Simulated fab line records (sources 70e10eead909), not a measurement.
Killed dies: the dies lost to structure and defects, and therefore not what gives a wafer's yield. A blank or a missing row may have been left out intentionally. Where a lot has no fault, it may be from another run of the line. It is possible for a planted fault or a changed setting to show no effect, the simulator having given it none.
fab line records / flow nand-harc
[record] lots = 11 wafers = 33 last-day = 25
route steps=1159 shown A_BONDPAD@1089 THIN_TSV@1107 END@1159
lots untouched by any fault: they come from a run of this same line in which no faults occurred
start-h: hours from the record's opening day to when the first of the lot's shown wafers began / wait-h: hours since the lot's step before / " as in the row above / L1.1+2: several wafers, shown together as one row / - either no value or no given start / * or withheld: withheld / < > ~ a bound
route shown NAME@n: a module of which the file shows steps, and the number in the route of the first / usual: mean/standard deviation taken from wafers without a fault / same: alike in all rows / chamber/n: place in a boat / sites: readings site by site / _std_site: their standard deviation / _edge_site: inner sites' mean taken away from outer sites' mean / radius-mm: for every site, how far away it sits from the centre of the wafer / mask NAME#n: copy n / behind: the most recent tool/chamber to have shaped the wafer / hold: why the lot was held/for how many hours/how that ended / device: the transistor (n, p or np) that didn't switch / end of line: the same wafers' tests at the end of the route / where a step has no rows: the recipe by itself / killed: dies lost to structure and defects at the first sort, not the wafer's yield / map: dies across one wafer; x = killed, . = not, _ = none there
set.NAME: the setting as run; set.NAME@STEP: as run at that earlier step / model.NAME: the simulator's own value behind a step, which no gauge read
steps of the route over a sample of lots; a table a step, a row a wafer
services: the hour from which a tool's chamber was out of use, counted from the record's first day as start-h (under 0 if before that day), plus the number of hours and why
[[steps]]
[step NHARC_A_BONDPAD_THK_MEAS_20]
[recipe] thk-meas-gauge = xrf
[usual] thk-nm = 169.5/1.6
lot.wafer=L524.3 tool=film-metro-01 chamber=- start-h=409.77 wait-h=- thk-nm=169.7
lot.wafer=L524.4 tool=film-metro-01 chamber=- start-h=409.77 wait-h=- thk-nm=167.2
lot.wafer=L524.5 tool=film-metro-01 chamber=- start-h=409.77 wait-h=- thk-nm=167.3
lot.wafer=L526.2 tool=film-metro-01 chamber=- start-h=411.69 wait-h=- thk-nm=171.3
lot.wafer=L526.3 tool=film-metro-01 chamber=- start-h=411.69 wait-h=- thk-nm=171.0
lot.wafer=L526.6 tool=film-metro-01 chamber=- start-h=411.69 wait-h=- thk-nm=170.8
lot.wafer=L525.2 tool=film-metro-02 chamber=- start-h=412.13 wait-h=- thk-nm=167.9
lot.wafer=L525.4 tool=film-metro-02 chamber=- start-h=412.13 wait-h=- thk-nm=172.0
lot.wafer=L525.5 tool=film-metro-02 chamber=- start-h=412.13 wait-h=- thk-nm=169.7
lot.wafer=L527.1 tool=film-metro-02 chamber=- start-h=414.92 wait-h=- thk-nm=169.7
lot.wafer=L527.4 tool=film-metro-02 chamber=- start-h=414.92 wait-h=- thk-nm=169.9
lot.wafer=L527.5 tool=film-metro-02 chamber=- start-h=414.92 wait-h=- thk-nm=169.4
lot.wafer=L530.2 tool=film-metro-01 chamber=- start-h=437.35 wait-h=- thk-nm=171.3
lot.wafer=L530.5 tool=film-metro-01 chamber=- start-h=437.35 wait-h=- thk-nm=169.6
lot.wafer=L530.6 tool=film-metro-01 chamber=- start-h=437.35 wait-h=- thk-nm=167.2
lot.wafer=L537.2 tool=film-metro-01 chamber=- start-h=472.46 wait-h=- thk-nm=168.8
lot.wafer=L537.4 tool=film-metro-01 chamber=- start-h=472.46 wait-h=- thk-nm=169.7
lot.wafer=L537.5 tool=film-metro-01 chamber=- start-h=472.46 wait-h=- thk-nm=168.9
lot.wafer=L541.3 tool=film-metro-02 chamber=- start-h=503.76 wait-h=- thk-nm=168.9
lot.wafer=L541.4 tool=film-metro-02 chamber=- start-h=503.76 wait-h=- thk-nm=167.6
lot.wafer=L541.5 tool=film-metro-02 chamber=- start-h=503.76 wait-h=- thk-nm=168.3
lot.wafer=L540.1 tool=film-metro-02 chamber=- start-h=508.22 wait-h=- thk-nm=169.2
lot.wafer=L540.4 tool=film-metro-02 chamber=- start-h=508.22 wait-h=- thk-nm=170.3
lot.wafer=L540.5 tool=film-metro-02 chamber=- start-h=508.22 wait-h=- thk-nm=170.4
lot.wafer=L542.3 tool=film-metro-01 chamber=- start-h=520.17 wait-h=- thk-nm=168.9
lot.wafer=L542.5 tool=film-metro-01 chamber=- start-h=520.17 wait-h=- thk-nm=168.9
lot.wafer=L542.6 tool=film-metro-01 chamber=- start-h=520.17 wait-h=- thk-nm=168.5
lot.wafer=L547.1 tool=film-metro-02 chamber=- start-h=542.48 wait-h=- thk-nm=168.5
lot.wafer=L547.2 tool=film-metro-02 chamber=- start-h=542.48 wait-h=- thk-nm=166.3
lot.wafer=L547.6 tool=film-metro-02 chamber=- start-h=542.48 wait-h=- thk-nm=167.5
lot.wafer=L546.2 tool=film-metro-02 chamber=- start-h=566.97 wait-h=- thk-nm=171.4
lot.wafer=L546.4 tool=film-metro-02 chamber=- start-h=566.97 wait-h=- thk-nm=170.6
lot.wafer=L546.5 tool=film-metro-02 chamber=- start-h=566.97 wait-h=- thk-nm=170.7
[step NHARC_A_BONDPAD_INSPECT_23]
[usual] raw-defect-count = 458/110
lot.wafer=L524.3 tool=defect-inspect-02 chamber=- start-h=410.00 wait-h=0.0 raw-defect-count=390
lot.wafer=L524.4 tool=defect-inspect-02 chamber=- start-h=410.00 wait-h=0.0 raw-defect-count=426
lot.wafer=L524.5 tool=defect-inspect-02 chamber=- start-h=410.00 wait-h=0.0 raw-defect-count=420
lot.wafer=L526.2 tool=defect-inspect-01 chamber=- start-h=411.92 wait-h=0.0 raw-defect-count=411
lot.wafer=L526.3 tool=defect-inspect-01 chamber=- start-h=411.92 wait-h=0.0 raw-defect-count=649
lot.wafer=L526.6 tool=defect-inspect-01 chamber=- start-h=411.92 wait-h=0.0 raw-defect-count=437
lot.wafer=L525.2 tool=defect-inspect-01 chamber=- start-h=412.39 wait-h=0.0 raw-defect-count=481
lot.wafer=L525.4 tool=defect-inspect-01 chamber=- start-h=412.39 wait-h=0.0 raw-defect-count=508
lot.wafer=L525.5 tool=defect-inspect-01 chamber=- start-h=412.39 wait-h=0.0 raw-defect-count=547
lot.wafer=L527.1 tool=defect-inspect-01 chamber=- start-h=415.14 wait-h=0.0 raw-defect-count=494
lot.wafer=L527.4 tool=defect-inspect-01 chamber=- start-h=415.14 wait-h=0.0 raw-defect-count=319
lot.wafer=L527.5 tool=defect-inspect-01 chamber=- start-h=415.14 wait-h=0.0 raw-defect-count=360
lot.wafer=L530.2 tool=defect-inspect-01 chamber=- start-h=437.58 wait-h=0.0 raw-defect-count=395
lot.wafer=L530.5 tool=defect-inspect-01 chamber=- start-h=437.58 wait-h=0.0 raw-defect-count=393
lot.wafer=L530.6 tool=defect-inspect-01 chamber=- start-h=437.58 wait-h=0.0 raw-defect-count=567
lot.wafer=L537.2 tool=defect-inspect-02 chamber=- start-h=472.67 wait-h=0.0 raw-defect-count=453
lot.wafer=L537.4 tool=defect-inspect-02 chamber=- start-h=472.67 wait-h=0.0 raw-defect-count=485
lot.wafer=L537.5 tool=defect-inspect-02 chamber=- start-h=472.67 wait-h=0.0 raw-defect-count=383
lot.wafer=L541.3 tool=defect-inspect-01 chamber=- start-h=503.98 wait-h=0.0 raw-defect-count=666
lot.wafer=L541.4 tool=defect-inspect-01 chamber=- start-h=503.98 wait-h=0.0 raw-defect-count=599
lot.wafer=L541.5 tool=defect-inspect-01 chamber=- start-h=503.98 wait-h=0.0 raw-defect-count=474
lot.wafer=L540.1 tool=defect-inspect-01 chamber=- start-h=508.42 wait-h=0.0 raw-defect-count=480
lot.wafer=L540.4 tool=defect-inspect-01 chamber=- start-h=508.42 wait-h=0.0 raw-defect-count=569
lot.wafer=L540.5 tool=defect-inspect-01 chamber=- start-h=508.42 wait-h=0.0 raw-defect-count=644
lot.wafer=L542.3 tool=defect-inspect-02 chamber=- start-h=520.37 wait-h=0.0 raw-defect-count=540
lot.wafer=L542.5 tool=defect-inspect-02 chamber=- start-h=520.37 wait-h=0.0 raw-defect-count=431
lot.wafer=L542.6 tool=defect-inspect-02 chamber=- start-h=520.37 wait-h=0.0 raw-defect-count=468
lot.wafer=L547.1 tool=defect-inspect-01 chamber=- start-h=542.68 wait-h=0.0 raw-defect-count=330
lot.wafer=L547.2 tool=defect-inspect-01 chamber=- start-h=542.68 wait-h=0.0 raw-defect-count=303
lot.wafer=L547.6 tool=defect-inspect-01 chamber=- start-h=542.68 wait-h=0.0 raw-defect-count=396
lot.wafer=L546.2 tool=defect-inspect-02 chamber=- start-h=567.19 wait-h=0.0 raw-defect-count=323
lot.wafer=L546.4 tool=defect-inspect-02 chamber=- start-h=567.19 wait-h=0.0 raw-defect-count=380
lot.wafer=L546.5 tool=defect-inspect-02 chamber=- start-h=567.19 wait-h=0.0 raw-defect-count=406
[step NHARC_THIN_TSV_DEP_43]
[recipe] target-thk-a = 13285 temp-c = withheld pressure-torr = 6.5 rf-w = 900 teos-flow-sccm = 161.4 flow-sccm = 2650 target-thk-nm = 1328.5 gas = O2 material = SiO2
[usual] chamber-pressure-Torr = 6.501/0.014 throttle-valve-pct = 16.1/0.59
lot.wafer=L526.3 tool=pecvd-04 chamber=2 start-h=427.75 wait-h=- chamber-pressure-Torr=6.490 throttle-valve-pct=15.6
lot.wafer=L526.2 tool=pecvd-04 chamber=0 start-h=427.75 wait-h=- chamber-pressure-Torr=6.521 throttle-valve-pct=16.8
lot.wafer=L526.6 tool=pecvd-04 chamber=2 start-h=427.75 wait-h=- chamber-pressure-Torr=6.497 throttle-valve-pct=15.5
lot.wafer=L524.3 tool=pecvd-04 chamber=2 start-h=428.95 wait-h=- chamber-pressure-Torr=6.513 throttle-valve-pct=15.7
lot.wafer=L524.4 tool=pecvd-04 chamber=2 start-h=428.95 wait-h=- chamber-pressure-Torr=6.506 throttle-valve-pct=15.5
lot.wafer=L524.5 tool=pecvd-04 chamber=0 start-h=428.95 wait-h=- chamber-pressure-Torr=6.512 throttle-valve-pct=16.5
lot.wafer=L527.1 tool=pecvd-04 chamber=1 start-h=430.30 wait-h=- chamber-pressure-Torr=6.507 throttle-valve-pct=16.8
lot.wafer=L527.4 tool=pecvd-04 chamber=0 start-h=430.30 wait-h=- chamber-pressure-Torr=6.496 throttle-valve-pct=16.2
lot.wafer=L527.5 tool=pecvd-04 chamber=1 start-h=430.30 wait-h=- chamber-pressure-Torr=6.470 throttle-valve-pct=16.8
lot.wafer=L525.2 tool=pecvd-02 chamber=2 start-h=431.38 wait-h=- chamber-pressure-Torr=6.515 throttle-valve-pct=15.0
lot.wafer=L525.5 tool=pecvd-02 chamber=0 start-h=431.38 wait-h=- chamber-pressure-Torr=6.497 throttle-valve-pct=16.4
lot.wafer=L525.4 tool=pecvd-02 chamber=1 start-h=431.38 wait-h=- chamber-pressure-Torr=6.497 throttle-valve-pct=15.7
lot.wafer=L530.2 tool=pecvd-02 chamber=1 start-h=449.12 wait-h=- chamber-pressure-Torr=6.516 throttle-valve-pct=15.1
lot.wafer=L530.6 tool=pecvd-02 chamber=1 start-h=449.12 wait-h=- chamber-pressure-Torr=6.505 throttle-valve-pct=15.8
lot.wafer=L530.5 tool=pecvd-02 chamber=2 start-h=449.12 wait-h=- chamber-pressure-Torr=6.481 throttle-valve-pct=15.2
lot.wafer=L537.2 tool=pecvd-01 chamber=0 start-h=487.89 wait-h=- chamber-pressure-Torr=6.504 throttle-valve-pct=15.2
lot.wafer=L537.5 tool=pecvd-01 chamber=1 start-h=487.89 wait-h=- chamber-pressure-Torr=6.510 throttle-valve-pct=16.3
lot.wafer=L537.4 tool=pecvd-01 chamber=2 start-h=487.89 wait-h=- chamber-pressure-Torr=6.481 throttle-valve-pct=15.9
lot.wafer=L541.3 tool=pecvd-04 chamber=0 start-h=517.92 wait-h=- chamber-pressure-Torr=6.504 throttle-valve-pct=16.5
lot.wafer=L541.4 tool=pecvd-04 chamber=0 start-h=517.92 wait-h=- chamber-pressure-Torr=6.502 throttle-valve-pct=16.7
lot.wafer=L541.5 tool=pecvd-04 chamber=1 start-h=517.92 wait-h=- chamber-pressure-Torr=6.474 throttle-valve-pct=16.8
lot.wafer=L540.1 tool=pecvd-04 chamber=0 start-h=519.16 wait-h=- chamber-pressure-Torr=6.507 throttle-valve-pct=16.6
lot.wafer=L540.4 tool=pecvd-04 chamber=0 start-h=519.16 wait-h=- chamber-pressure-Torr=6.518 throttle-valve-pct=16.7
lot.wafer=L540.5 tool=pecvd-04 chamber=1 start-h=519.16 wait-h=- chamber-pressure-Torr=6.483 throttle-valve-pct=16.9
lot.wafer=L542.3 tool=pecvd-04 chamber=2 start-h=532.99 wait-h=- chamber-pressure-Torr=6.506 throttle-valve-pct=15.8
lot.wafer=L542.6 tool=pecvd-04 chamber=2 start-h=532.99 wait-h=- chamber-pressure-Torr=6.488 throttle-valve-pct=15.5
lot.wafer=L542.5 tool=pecvd-04 chamber=0 start-h=532.99 wait-h=- chamber-pressure-Torr=6.477 throttle-valve-pct=16.5
lot.wafer=L547.2 tool=pecvd-04 chamber=1 start-h=554.31 wait-h=- chamber-pressure-Torr=6.512 throttle-valve-pct=16.9
lot.wafer=L547.1 tool=pecvd-04 chamber=0 start-h=554.31 wait-h=- chamber-pressure-Torr=6.511 throttle-valve-pct=16.7
lot.wafer=L547.6 tool=pecvd-04 chamber=2 start-h=554.31 wait-h=- chamber-pressure-Torr=6.536 throttle-valve-pct=15.7
lot.wafer=L546.2 tool=pecvd-01 chamber=2 start-h=578.92 wait-h=- chamber-pressure-Torr=6.487 throttle-valve-pct=16.4
lot.wafer=L546.4 tool=pecvd-01 chamber=2 start-h=578.92 wait-h=- chamber-pressure-Torr=6.486 throttle-valve-pct=16.4
lot.wafer=L546.5 tool=pecvd-01 chamber=0 start-h=578.92 wait-h=- chamber-pressure-Torr=6.510 throttle-valve-pct=15.3
[step NHARC_THIN_TSV_DEGAS_49]
[recipe] temp-c = 300 time-s = 120
[usual] heater-power-w = 485/49
lot.wafer=L526.2 tool=pvd-sputter-02 chamber=- start-h=431.35 wait-h=0.2 heater-power-w=584
lot.wafer=L526.3 tool=pvd-sputter-02 chamber=- start-h=431.35 wait-h=0.2 heater-power-w=465
lot.wafer=L526.6 tool=pvd-sputter-02 chamber=- start-h=431.35 wait-h=0.2 heater-power-w=458
lot.wafer=L524.4 tool=pvd-sputter-01 chamber=- start-h=432.56 wait-h=0.1 heater-power-w=464
lot.wafer=L524.3 tool=pvd-sputter-01 chamber=- start-h=432.56 wait-h=0.1 heater-power-w=425
lot.wafer=L524.5 tool=pvd-sputter-01 chamber=- start-h=432.56 wait-h=0.1 heater-power-w=476
lot.wafer=L527.4 tool=pvd-sputter-01 chamber=- start-h=433.83 wait-h=0.1 heater-power-w=503
lot.wafer=L527.1 tool=pvd-sputter-01 chamber=- start-h=433.83 wait-h=0.1 heater-power-w=549
lot.wafer=L527.5 tool=pvd-sputter-01 chamber=- start-h=433.83 wait-h=0.1 heater-power-w=505
lot.wafer=L525.4 tool=pvd-sputter-03 chamber=- start-h=435.00 wait-h=0.1 heater-power-w=458
lot.wafer=L525.2 tool=pvd-sputter-03 chamber=- start-h=435.00 wait-h=0.1 heater-power-w=394
lot.wafer=L525.5 tool=pvd-sputter-03 chamber=- start-h=435.00 wait-h=0.1 heater-power-w=443
lot.wafer=L530.2 tool=pvd-sputter-01 chamber=- start-h=452.55 wait-h=0.1 heater-power-w=472
lot.wafer=L530.5 tool=pvd-sputter-01 chamber=- start-h=452.55 wait-h=0.1 heater-power-w=468
lot.wafer=L530.6 tool=pvd-sputter-01 chamber=- start-h=452.55 wait-h=0.1 heater-power-w=496
lot.wafer=L537.4 tool=pvd-sputter-03 chamber=- start-h=491.99 wait-h=0.1 heater-power-w=527
lot.wafer=L537.2 tool=pvd-sputter-03 chamber=- start-h=491.99 wait-h=0.1 heater-power-w=523
lot.wafer=L537.5 tool=pvd-sputter-03 chamber=- start-h=491.99 wait-h=0.1 heater-power-w=430
lot.wafer=L541.3 tool=pvd-sputter-03 chamber=- start-h=521.95 wait-h=0.1 heater-power-w=462
lot.wafer=L541.4 tool=pvd-sputter-03 chamber=- start-h=521.95 wait-h=0.1 heater-power-w=530
lot.wafer=L541.5 tool=pvd-sputter-03 chamber=- start-h=521.95 wait-h=0.1 heater-power-w=408
lot.wafer=L540.1 tool=pvd-sputter-02 chamber=- start-h=522.77 wait-h=0.2 heater-power-w=564
lot.wafer=L540.4 tool=pvd-sputter-02 chamber=- start-h=522.77 wait-h=0.2 heater-power-w=445
lot.wafer=L540.5 tool=pvd-sputter-02 chamber=- start-h=522.77 wait-h=0.2 heater-power-w=564
lot.wafer=L542.3 tool=pvd-sputter-03 chamber=- start-h=536.61 wait-h=0.1 heater-power-w=446
lot.wafer=L542.5 tool=pvd-sputter-03 chamber=- start-h=536.61 wait-h=0.1 heater-power-w=540
lot.wafer=L542.6 tool=pvd-sputter-03 chamber=- start-h=536.61 wait-h=0.1 heater-power-w=521
lot.wafer=L547.2 tool=pvd-sputter-02 chamber=- start-h=557.81 wait-h=0.1 heater-power-w=464
lot.wafer=L547.1 tool=pvd-sputter-02 chamber=- start-h=557.81 wait-h=0.1 heater-power-w=423
lot.wafer=L547.6 tool=pvd-sputter-02 chamber=- start-h=557.81 wait-h=0.1 heater-power-w=571
lot.wafer=L546.2 tool=pvd-sputter-01 chamber=- start-h=582.43 wait-h=0.2 heater-power-w=430
lot.wafer=L546.4 tool=pvd-sputter-01 chamber=- start-h=582.43 wait-h=0.2 heater-power-w=458
lot.wafer=L546.5 tool=pvd-sputter-01 chamber=- start-h=582.43 wait-h=0.2 heater-power-w=437
[step NHARC_END_SORT_01]
[recipe] temp-c = 25
[usual] defect-limited-yield = 95.3/1.7 killed-at-array = 28/11 killed-at-other = 0.7/1.1 killed-at-periphery = 2.9/2 killed-dies = 32/11 killed-open = 3.2/1.8 killed-short = 2.0/1.4 sort_bin_2_pct = 1.5/0.67 sort_bin_3_pct = 0.28/0.24 sort_bin_4_pct = 2.9/1.1 sort-n-pass = 645/11 sort-rim-yield-pct = 95.7/2.6 sort-yield-pct = 95.3/1.7
[same] gross-dies = 677 sort_bin_5_pct[%] = 0 sort_bin_6_pct[%] = 0 sort_bin_7_pct[%] = 0 sort_bin_8_pct[%] = 0 sort-rim-n-gross = 106.00
lot.wafer=L537.2 tool=prober-01 chamber=0 start-h=508.88 wait-h=2.8 defect-limited-yield[%]=0 killed-at-array=31 killed-at-other=644 killed-at-periphery=2 killed-dies=677 killed-open=3 killed-short=6 sort_bin_2_pct[%]=96.6 sort_bin_3_pct[%]=0.59 sort_bin_4_pct[%]=2.8 sort-n-pass=0 sort-rim-yield-pct[%]=0 sort-yield-pct[%]=0
lot.wafer=L537.4 tool=prober-01 chamber=0 start-h=510.46 wait-h=3.4 defect-limited-yield[%]=95.0 killed-at-array=28 killed-at-other=1 killed-at-periphery=5 killed-dies=34 killed-open=6 killed-short=5 sort_bin_2_pct[%]=2.1 sort_bin_3_pct[%]=0.30 sort_bin_4_pct[%]=2.7 sort-n-pass=643 sort-rim-yield-pct[%]=93.4 sort-yield-pct[%]=95.0
lot.wafer=L537.5 tool=prober-01 chamber=0 start-h=511.26 wait-h=3.7 defect-limited-yield[%]=94.8 killed-at-array=30 killed-at-other=1 killed-at-periphery=4 killed-dies=35 killed-open=4 killed-short=4 sort_bin_2_pct[%]=1.8 sort_bin_3_pct[%]=0.30 sort_bin_4_pct[%]=3.1 sort-n-pass=642 sort-rim-yield-pct[%]=90.6 sort-yield-pct[%]=94.8
lot.wafer=L541.3 tool=prober-01 chamber=0 start-h=535.62 wait-h=3.1 defect-limited-yield[%]=96.0 killed-at-array=24 killed-at-other=0 killed-at-periphery=3 killed-dies=27 killed-open=1 killed-short=1 sort_bin_2_pct[%]=1.3 sort_bin_3_pct[%]=0.15 sort_bin_4_pct[%]=2.5 sort-n-pass=650 sort-rim-yield-pct[%]=98.1 sort-yield-pct[%]=96.0
lot.wafer=L541.4 tool=prober-01 chamber=0 start-h=536.41 wait-h=3.4 defect-limited-yield[%]=96.2 killed-at-array=23 killed-at-other=0 killed-at-periphery=3 killed-dies=26 killed-open=1 killed-short=4 sort_bin_2_pct[%]=1.5 sort_bin_3_pct[%]=0 sort_bin_4_pct[%]=2.4 sort-n-pass=651 sort-rim-yield-pct[%]=99.1 sort-yield-pct[%]=96.2
lot.wafer=L541.5 tool=prober-01 chamber=0 start-h=537.21 wait-h=3.7 defect-limited-yield[%]=93.4 killed-at-array=41 killed-at-other=1 killed-at-periphery=3 killed-dies=45 killed-open=5 killed-short=1 sort_bin_2_pct[%]=1.8 sort_bin_3_pct[%]=0.44 sort_bin_4_pct[%]=4.4 sort-n-pass=632 sort-rim-yield-pct[%]=98.1 sort-yield-pct[%]=93.4
// killed by level:class
L537.2 THIN_TSV:area-dep=643 A_SLIT:chamber-film-flake=12 A_CHANNEL_HOLE_D1:chamber-film-flake=6 A_CONTACT:chamber-film-flake=3 A_CHANNEL_FILL_D1:geometric-particle:short=2 A_STAIRCASE:chamber-film-flake=2 P_CONTACT:geometric-particle:open=1 P_M0:geometric-particle:short=1
L537.4 A_SLIT:chamber-film-flake=15 P_M0:geometric-particle:short=2 A_CHANNEL_FILL_D1:geometric-particle:short=2 A_CHANNEL_HOLE_D1:chamber-film-flake=2 A_STAIRCASE:chamber-film-flake=2 A_CONTACT:chamber-film-flake=2 P_GATE:geometric-particle:open=1 P_CONTACT:geometric-particle:open=1
L537.5 A_SLIT:chamber-film-flake=11 A_CONTACT:chamber-film-flake=4 A_CHANNEL_HOLE_D1:chamber-film-flake=3 A_STAIRCASE:chamber-film-flake=3 A_M1:chamber-film-flake=3 P_CONTACT:geometric-particle:open=2 A_CHANNEL_FILL_D1:geometric-particle:short=2 A_CONTACT:geometric-particle:short=2
L541.3 A_CHANNEL_HOLE_D1:chamber-film-flake=14 A_SGD_CUT:chamber-film-flake=4 A_STAIRCASE:chamber-film-flake=2 A_STAIRCASE:geometric-particle:short=1 A_M0:geometric-particle:open=1 P_ZERO_WELL:chamber-film-flake=1 P_STI:chamber-film-flake=1 P_BONDPAD:chamber-film-flake=1
L541.4 A_CHANNEL_HOLE_D1:chamber-film-flake=14 A_SGD_CUT:chamber-film-flake=3 A_ONON_D1:geometric-particle:short=2 P_STI:chamber-film-flake=2 A_STAIRCASE:chamber-film-flake=2 P_GATE:geometric-particle:open=1 A_CHANNEL_FILL_D1:geometric-particle:short=1 A_WL_FILL:geometric-particle:short=1
L541.5 A_CHANNEL_HOLE_D1:chamber-film-flake=23 A_STAIRCASE:chamber-film-flake=6 A_WL_FILL:chamber-film-flake=3 A_CONTACT:chamber-film-flake=2 P_GATE:geometric-particle:open=1 P_CONTACT:geometric-particle:open=1 A_CHANNEL_HOLE_D1:geometric-particle:open=1 A_STAIRCASE:geometric-particle:short=1
[[services]]
tool=pecvd-01 chamber=- start-h=418.00 hours=13.0 kind=pm
tool=pecvd-01 chamber=0 start-h=418.00 hours=13.0 kind=vent-cycle
tool=pecvd-01 chamber=1 start-h=418.00 hours=13.0 kind=vent-cycle
tool=pvd-sputter-03 chamber=- start-h=418.19 hours=5.3 kind=repair
tool=pvd-sputter-03 chamber=- start-h=431.64 hours=1.4 kind=repair
tool=pecvd-01 chamber=1 start-h=457.64 hours=9.6 kind=repair
tool=pvd-sputter-03 chamber=- start-h=458.00 hours=10.0 kind=pm
tool=pecvd-02 chamber=1 start-h=481.86 hours=5.7 kind=repair
tool=pecvd-01 chamber=1 start-h=499.41 hours=4.8 kind=repair
tool=pvd-sputter-01 chamber=- start-h=514.05 hours=10.0 kind=pm
tool=pecvd-02 chamber=- start-h=515.00 hours=13.0 kind=pm
tool=pecvd-02 chamber=2 start-h=546.55 hours=1.9 kind=repair
tool=pvd-sputter-03 chamber=- start-h=547.26 hours=8.7 kind=repair
tool=pecvd-04 chamber=- start-h=557.32 hours=13.0 kind=pm
tool=pecvd-04 chamber=0 start-h=557.32 hours=13.0 kind=vent-cycle
tool=pecvd-04 chamber=1 start-h=557.32 hours=13.0 kind=vent-cycle
tool=pecvd-04 chamber=2 start-h=557.32 hours=13.0 kind=vent-cycle
tool=pvd-sputter-02 chamber=- start-h=568.32 hours=1.8 kind=repair
tool=pecvd-04 chamber=0 start-h=570.32 hours=- kind=clean
tool=pecvd-04 chamber=1 start-h=570.32 hours=- kind=clean
tool=pecvd-04 chamber=2 start-h=570.32 hours=- kind=clean
tool=pvd-sputter-02 chamber=- start-h=573.57 hours=10.0 kind=pm
tool=pecvd-04 chamber=0 start-h=577.13 hours=5.2 kind=repair
tool=pecvd-04 chamber=1 start-h=581.93 hours=2.9 kind=repair
[[key]]
[first-sign] step = NHARC_END_SORT_01 reading = killed-at-other direction = up sigmas = 99+ usual = 0.7 struck = 644
[effect] step = NHARC_END_SORT_01 reading = sort_bin_2_pct direction = up sigmas = 99+ usual = 1.5 struck = 96.6
[more-kills-born-at] NHARC_THIN_TSV_DEP_43@pecvd-01 = 643
met-at NHARC_THIN_TSV_DEP_43
struck-lots L537
struck-wafers L537.2
later-rows-left-out L537.2
not-acting-at NHARC_A_BONDPAD_THK_MEAS_20,NHARC_A_BONDPAD_INSPECT_23,NHARC_THIN_TSV_DEGAS_49
[fault] kind = process-parameter-drift tool = pecvd-01 chamber = 0 onset-h = 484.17 steps = NHARC_THIN_TSV_DEP_43 channel = target-thk-nm offset = 831.48 shape = step end-h = 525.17 acts-in = these-recipes-only stated = 1328.5
// later-rows-left-out: the simulator's readings of these wafers behind a module that went badly wrong aren't trusted and aren't shown, but for the sort
